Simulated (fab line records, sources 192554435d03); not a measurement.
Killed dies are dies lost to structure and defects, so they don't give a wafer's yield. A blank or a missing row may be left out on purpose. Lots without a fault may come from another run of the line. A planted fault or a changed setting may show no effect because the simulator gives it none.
Which tool did it? | flow n5_finfet | 10 lots, 30 wafers sampled, at 1 step of a route of 1938

WHAT THE GAUGES READ, wafer by wafer
N5_BEOL_M10_INSPECT_13: inspects for defects (brightfield).
lot  | measured     | on                | raw_defect_count
L529 | day 11 15:21 | defect_inspect-02 | 618 621 431
L530 | day 11 19:49 | defect_inspect-01 | 369 462 394
L532 | day 12 20:56 | defect_inspect-01 | 549 602 323
L539 | day 14 03:05 | defect_inspect-02 | 240 393 277
L541 | day 14 10:56 | defect_inspect-01 | 461 371 413
L542 | day 14 19:56 | defect_inspect-01 | 228 357 456
L543 | day 15 08:40 | defect_inspect-02 | 316 343 365
L546 | day 15 15:39 | defect_inspect-01 | 446 367 425
L549 | day 16 06:31 | defect_inspect-02 | 314 447 359
L552 | day 17 22:49 | defect_inspect-01 | 362 356 353

WHICH TOOL RAN EACH LOT (tool, then ch and the chambers of the sampled wafers, then the start)
The record holds no process step before these readings.

WHAT THE TOOLS THEMSELVES READ (means of the sampled wafers that have a number; where no wafer has one, the mark that the record gives instead)
The record holds no such reading with a usual standard deviation.

THE ANSWER, worked out from the rows above alone
Rule: what is usual is taken from the lots themselves. Put in order of their means at a reading, lots are off if they are a third of the lots or fewer, leave a main group of 4 or more, and stand apart from it by a gap of 3 or more times the standard deviation of the main group's means; of several such gaps the widest counts. A main group whose means are all the same, to the digits that the tables above print for the reading, isn't used. A lot without any number at a reading at which 4 lots or more have one is off too. The other lots that the step has rows for count as sound. The gauges are gone through in route order, then the tools' own readings, and for those a lot's mean is taken as printed above. The first step at which some lot is off is used, and at that step the reading that is off furthest; a lot without a number counts as furthest.
No lot is off at any reading shown: from this, nothing can be told.

WHAT THE SIMULATOR HAD PUT IN
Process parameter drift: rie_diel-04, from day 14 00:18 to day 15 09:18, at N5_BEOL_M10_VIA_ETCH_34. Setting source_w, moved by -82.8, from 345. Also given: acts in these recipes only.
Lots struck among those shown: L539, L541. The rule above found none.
